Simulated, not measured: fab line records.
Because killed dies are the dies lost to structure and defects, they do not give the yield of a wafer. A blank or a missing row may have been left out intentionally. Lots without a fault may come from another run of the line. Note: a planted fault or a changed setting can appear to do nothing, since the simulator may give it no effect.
Which of the tools did it? + flow n5_finfet + Sampling: 8 lots, 22 wafers, 4 of 1938 route steps

## WHAT THE GAUGES SHOWED, per wafer
N5_BEOL_M2_OCD_MEAS_38.
| lot  | measured     | on     | trench_depth_nm (nm) |
|------|--------------|--------|----------------------|
| L115 | day 6 20:52  | ocd-01 | 55.4 55.7 55.0       |
| L117 | day 7 12:10  | ocd-01 | 56.6 55.0            |
| L118 | day 7 23:56  | ocd-02 | 55.4 54.5 55.9       |
| L120 | day 8 07:37  | ocd-02 | 55.8 54.5 55.5       |
| L123 | day 9 00:11  | ocd-02 | 55.8 56.6            |
| L132 | day 11 10:39 | ocd-01 | 60.7 62.0 58.2       |
| L134 | day 11 16:56 | ocd-02 | 59.1 59.0 60.3       |
| L137 | day 12 09:38 | ocd-01 | 56.3 56.6 54.3       |

## EACH LOT AND THE TOOL THAT RAN IT (in order: tool; ch and the chambers of the sampled wafers; start)
| lot  | N5_BEOL_M2_STRIP_19                | N5_BEOL_M2_ALD_98                 | N5_BEOL_M2_TRENCH_ETCH_37          |
|------|------------------------------------|-----------------------------------|------------------------------------|
| L115 | rie_diel-06 ch 0,1,2, day 6 19:29  | ald_sin-01 ch 1,2, day 6 20:21    | rie_diel-05 ch 1,2, day 6 20:43    |
| L117 | rie_diel-02 ch 0,3, day 7 10:25    | ald_sin-04 ch 0,3, day 7 11:37    | rie_diel-05 ch 0,3, day 7 12:01    |
| L118 | rie_diel-06 ch 0,2,3, day 7 19:02  | ald_sin-02 ch 0,2,3, day 7 19:51  | rie_diel-05 ch 0,1,3, day 7 23:47  |
| L120 | rie_diel-05 ch 0,2,3, day 8 02:59  | ald_sin-01 ch 0,1,2, day 8 04:25  | rie_diel-05 ch 1,2,3, day 8 07:28  |
| L123 | rie_diel-05 ch 1,3, day 8 20:48    | ald_sin-04 ch 0,3, day 8 21:41    | rie_diel-05 ch 0,2, day 9 00:02    |
| L132 | rie_diel-02 ch 0,2,3, day 11 03:33 | ald_sin-02 ch 1,2,3, day 11 04:19 | rie_diel-05 ch 0,1,3, day 11 10:30 |
| L134 | rie_diel-06 ch 1,2,3, day 11 12:23 | ald_sin-01 ch 0,1,2, day 11 13:26 | rie_diel-05 ch 1,2,3, day 11 16:46 |
| L137 | rie_diel-02 ch 0,2, day 12 01:51   | ald_sin-04 ch 0,2, day 12 02:32   | rie_diel-02 ch 0,2,3, day 12 09:29 |
- N5_BEOL_M2_STRIP_19: strips in O2.
- N5_BEOL_M2_ALD_98: deposits SiO2, target thk 2.5 nm, pulse time 1 s, co reactant pulse time 1 s.
- N5_BEOL_M2_TRENCH_ETCH_37: etches SiOC in C4F6/O2, target depth 55.555 nm, time 29.2 s.

## THE ANSWER, worked out from the rows above alone
Rule: the usual values come from the lots themselves. Put in order of their means at a reading, lots are off if they are a third of the lots or fewer, leave a main group of 4 or more, and stand apart from it by a gap of 3 or more times the standard deviation of the main group's means; of several such gaps the widest counts. If all means in a main group match to the digits the tables above print for the reading, that group is not used. Also off: a lot with no number at a reading for which 4 or more lots have one. Where the step has rows for the other lots, those lots are counted as sound.
Off at N5_BEOL_M2_OCD_MEAS_38 (trench_depth_nm): L132, L134. The main group has a mean of 55.6 nm with a standard deviation of 0.34.
If a tool, at a process step before that reading, ran all the lots that are off and no sound lot after the first of them, it fits. Those tools and the gauges at N5_BEOL_M2_OCD_MEAS_38 are tried in the same way. One fits: N5_BEOL_M2_TRENCH_ETCH_37 on rie_diel-05. Its last sound lot is L123 (day 9 00:02), its first lot that is off L132 (day 11 10:30): a fault that began between those two fits.

## WHAT HAD BEEN PUT IN BY THE SIMULATOR
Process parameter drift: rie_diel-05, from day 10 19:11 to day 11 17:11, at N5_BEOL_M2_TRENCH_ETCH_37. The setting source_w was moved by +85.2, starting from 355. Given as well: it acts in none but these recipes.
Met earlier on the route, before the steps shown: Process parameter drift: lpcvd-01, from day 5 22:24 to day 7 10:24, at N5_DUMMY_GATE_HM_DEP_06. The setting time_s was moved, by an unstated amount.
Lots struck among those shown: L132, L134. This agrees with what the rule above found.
